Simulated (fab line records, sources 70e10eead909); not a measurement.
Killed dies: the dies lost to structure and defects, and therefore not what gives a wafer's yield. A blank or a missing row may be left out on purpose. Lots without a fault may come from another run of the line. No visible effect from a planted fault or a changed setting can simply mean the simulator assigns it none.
Chamber matching    flow nand_harc    cmp-01 running NHARC_P_M0_CMP_23: 3 sister chambers
The step polishes, t overpolish 20 s, target thk 117.54 nm. 3 wafers are shown with their chamber, then 4 later ones without.

EACH WAFER AND ITS CHAMBER
wafer   chamber  motor_current_A (A)
L992.1  3        12.4
L992.2  0        13.5
L992.4  1        9.8

WAFERS MISSING THEIR CHAMBER
wafer   motor_current_A (A)
L995.3  9.9
L995.6  12.9
L996.2  9.2
L996.4  12.5

EACH ONE'S CHAMBER
wafer    from the rows above       in truth
L995.3   1                         1
L995.6   can't be placed: 3 or 0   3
L996.2   1                         1
L996.4   3                         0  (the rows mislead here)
Correctly placed: 2 of 4. Unplaceable from these rows: 1, with the true chamber sitting among the candidates in 1. Number placed wrongly: 1.
How it was worked out, from the rows above alone: a wafer's distance from a chamber is the root of the sum, over the readings, of the square of ((its reading less the chamber's mean) divided by the reading's scatter). If the next closest chamber is less than 2 further off than the closest, the wafer can't be placed; otherwise it belongs to the closest. A chamber's mean is the mean of its shown wafers. The scatter (one wafer shown for each chamber): square how far every hidden wafer sits from the nearest shown wafer, average those squares and take the square root.
